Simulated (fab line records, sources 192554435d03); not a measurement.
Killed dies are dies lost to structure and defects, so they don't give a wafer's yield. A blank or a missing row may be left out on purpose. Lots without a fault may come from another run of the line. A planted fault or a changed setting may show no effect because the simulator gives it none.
A struck lot beside a sound one | flow n5_finfet | 16 steps out of a route of 1938
Sound: wafers L271.1, L271.2, L271.5. Struck: wafer L281.4. (L281.6 of the same lot was not struck and is left out.) The cause comes at the end.
At each step with rows: each side's tool, then ch and its chambers, then its first start. Under that, the readings that differ: sound wafers | struck wafers | difference of the means | sigmas: that difference in standard deviations of wafers without a fault.
alike: readings whose means differ by less than 2 such deviations, and words and numbers that are the same on both sides. not compared: withheld readings, readings that some wafer has no value for, bounds like >300 that may hide the same value, and numbers for which the record gives no deviation and whose values overlap.
The two part at a step that has a row with sigmas, a row that says differs or no value, or rows on one side only. Numbers that don't overlap but have no deviation are shown without sigmas and don't part them. A reading that every wafer of one side lacks parts them only if that side has two wafers or more.

first, 1 step without rows for these wafers: N5_FIN_CUT_STRIP_31 (strips in N2/H2).
N5_FIN_CUT_STRIP_24: strips in CF4.
  sound on rie_diel-02 ch 0,1,3, day 2 17:09; struck on rie_diel-02 ch 2, day 5 07:41
  alike: drypump_motor_current_A, oes_product_au, rf_fwd_power_W, rf_vpp_V, showerhead_plenum_p_Torr, throttle_valve_pct
  not compared: rf_hours_counter_h
N5_FIN_CUT_CUT_ETCH_26: etches SiNx in CH3F/O2, target depth 39 nm, time 55.7 s.
  sound on rie_diel-02 ch 0,1,3, day 2 17:10; struck on rie_diel-02 ch 2, day 5 07:43
  alike: bias_w, drypump_motor_current_A, oes_product_au, rf_fwd_power_W, rf_vpp_V, showerhead_plenum_p_Torr, throttle_valve_pct
  not compared: rf_hours_counter_h
N5_FIN_CUT_CUT_ETCH_27: etches SiO2 in CHF3/O2, target depth 4 nm, overetch 2 nm, time 4.9 s.
  sound on rie_diel-02 ch 0,1,3, day 2 17:13; struck on rie_diel-02 ch 2, day 5 07:46
  alike: bias_w, drypump_motor_current_A, oes_product_au, rf_fwd_power_W, rf_vpp_V, showerhead_plenum_p_Torr, throttle_valve_pct
  not compared: rf_hours_counter_h
then, 2 steps without rows for these wafers: N5_FIN_CUT_PRECLEAN_35 (cleans in vHF, time 13.3 s); N5_FIN_CUT_CUT_ETCH_15 (etches Si in HBr/Cl2/O2, target depth 100 nm, bt time 10 s, time 42.4 s).
N5_FIN_CUT_CUT_ETCH_28: etches Si in HBr/Cl2/O2, target depth 6 nm, time 2.4 s.
  sound on rie_si-04 ch 0,1,2, day 2 17:25; struck on rie_si-02 ch 3, day 5 07:56
  reading                     | sound       | struck | difference | sigmas
  drypump_motor_current_A (A) | 5.9 5.7 5.8 | 4.8    | -1.0       | -2
  alike: oes_product_au, throttle_valve_pct
  not compared: bias_w, rf_fwd_power_W, rf_hours_counter_h
then, 4 steps without rows for these wafers: N5_FIN_CUT_STRIP_22 (strips in N2/H2); N5_FIN_CUT_PRECLEAN_36 (cleans in O3/DIW, time 60 s); N5_FIN_CUT_SRD_32 (time 30 s); N5_FIN_CUT_UV_OZONE_34 (time 120 s).
N5_FIN_CUT_INSPECT_17: inspects for defects (brightfield).
  sound on defect_inspect-02, day 2 17:39; struck on defect_inspect-02, day 5 08:19
  alike: raw_defect_count
N5_STI_FIN_REVEAL_ALD_00: deposits SiO2, target thk 1 nm, pulse time 1 s.
  sound on ald_sin-01 ch 1,2, day 2 17:41; struck on ald_sin-01 ch 0, day 5 09:07
  reading                                         | sound | struck | difference | sigmas
  model.SiO2_of_STI_FIN_REVEAL_ALD_00.thk_nm (nm) | 1 1 1 | 0.6    | -0.4       |
  alike: heater_power_w, precursor_pulse_height_rel
N5_STI_FIN_REVEAL_ALD_14: deposits Si3N4, target thk 3 nm.
  sound on ald_sin-01 ch 1,2, day 2 17:44; struck on ald_sin-01 ch 0, day 5 09:10
  alike: heater_power_w
-- the record jumps here: 7 days lie between the struck wafers' starts before and after (it left off in module STI_FIN_REVEAL and takes up again in module BEOL_M4, whose first step shown is number 1111 of the route) --
N5_BEOL_M4_RC_MEAS_101:
  sound on prober-02 ch 0, day 9 10:07; struck on prober-02 ch 0, day 12 13:23
  alike: DIBL_N, DIBL_P, IOFF_N, IOFF_P, ION_N, ION_P, SS_N, SS_P, VT_N, VT_P
-- the record jumps here: 4 days lie between the struck wafers' starts before and after (it left off in module BEOL_M4 and takes up again in module PASSIVATION, whose first step shown is number 1936 of the route) --
N5_PASSIVATION_PROBE_49:
  sound on prober-02, day 14 01:25; struck on prober-02, day 16 21:09
  alike: defect_limited_yield, killed_at_M0_to_M3, killed_at_M4_up, killed_at_contacts, killed_at_front_end, killed_at_other, killed_dies, killed_open, killed_short, sort_bin_5_function, sort_bin_6_memory, sort_n_pass, sort_yield_pct

WHERE THEY PART
Only at N5_FIN_CUT_CUT_ETCH_28, within this record. Later steps at which nothing parts them and some readings are alike: N5_FIN_CUT_INSPECT_17, N5_STI_FIN_REVEAL_ALD_00, N5_STI_FIN_REVEAL_ALD_14, N5_BEOL_M4_RC_MEAS_101, N5_PASSIVATION_PROBE_49.

WHY: what the simulator had put in
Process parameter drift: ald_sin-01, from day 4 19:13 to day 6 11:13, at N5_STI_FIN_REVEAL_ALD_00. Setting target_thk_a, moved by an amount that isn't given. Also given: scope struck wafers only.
